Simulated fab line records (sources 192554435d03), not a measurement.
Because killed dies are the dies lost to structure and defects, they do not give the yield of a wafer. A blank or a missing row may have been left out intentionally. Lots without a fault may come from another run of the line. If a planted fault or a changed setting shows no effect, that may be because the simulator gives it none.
Chamber matching | flow n5Finfet | 3 sister chambers for N5_BEOL_M8_DEP_56 on pecvd-04
The step deposits SiCN from 3MS/NH3, target thk 10 nm, time 17.5 s. 14 wafers are shown with their chamber, then 7 later ones without.

## WAFERS, EACH WITH ITS CHAMBER
wafer  | chamber | showerheadVppV (V) | showerheadPlenumPTorr (Torr) | throttleValvePct (%)
L075.1 | 1       | 887                | 3.647                        | 8.8
L075.3 | 1       | 869                | 3.632                        | 8.8
L075.6 | 0       | 779                | 3.674                        | 8.6
L080.2 | 2       | 876                | 3.665                        | 8.2
L080.3 | 0       | 768                | 3.661                        | 8.1
L080.5 | 0       | 794                | 3.668                        | 8.7
L084.1 | 2       | 893                | 3.669                        | 8.3
L084.3 | 1       | 861                | 3.651                        | 8.9
L084.6 | 1       | 867                | 3.637                        | 9.0
L086.3 | 2       | 901                | 3.670                        | 8.4
L086.5 | 2       | 877                | 3.675                        | 8.7
L086.6 | 1       | 868                | 3.646                        | 8.8
L087.1 | 2       | 896                | 3.667                        | 8.6
L087.3 | 0       | 770                | 3.663                        | 8.5

SIGNATURES (averages over the wafers above)
reading               | chamber 0 | chamber 1 | chamber 2 | scatter within a chamber
showerheadVppV        | 777.75    | 870.40    | 888.60    | 11
showerheadPlenumPTorr | 3.66650   | 3.64260   | 3.66920   | 0.00605
throttleValvePct      | 8.475     | 8.860     | 8.440     | 0.193
Rule: a wafer lies at a distance from a chamber equal to the root of the sum of squares, over the readings, of (its reading less the chamber's mean, divided by the reading's scatter). The wafer belongs to the nearest chamber; if the next one is less than 2 further off, it can't be placed. The scatter: take each reading less its chamber's mean, square it, sum over the shown wafers, divide by the number of wafers less the number of chambers, and take the root.

## WAFERS WITH NO CHAMBER GIVEN
wafer  | showerheadVppV (V) | showerheadPlenumPTorr (Torr) | throttleValvePct (%)
L087.5 | 867                | 3.647                        | 9.0
L092.4 | 890                | 3.670                        | 8.2
L092.5 | 866                | 3.646                        | 9.0
L092.6 | 774                | 3.672                        | 8.2
L095.2 | 867                | 3.656                        | 8.8
L095.3 | 781                | 3.666                        | 8.6
L095.6 | 911                | 3.672                        | 8.3

## THE CHAMBER EACH PASSED THROUGH
wafer  | from the rows above     | in truth
L087.5 | 1                       | 1
L092.4 | 2                       | 2
L092.5 | 1                       | 1
L092.6 | 0                       | 0
L095.2 | can't be placed: 1 or 2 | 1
L095.3 | 0                       | 0
L095.6 | 2                       | 2
6 of 7 placed correctly. Cannot be placed on the basis of these rows: 1; the candidates contain the true chamber in 1. 0 placed wrongly.
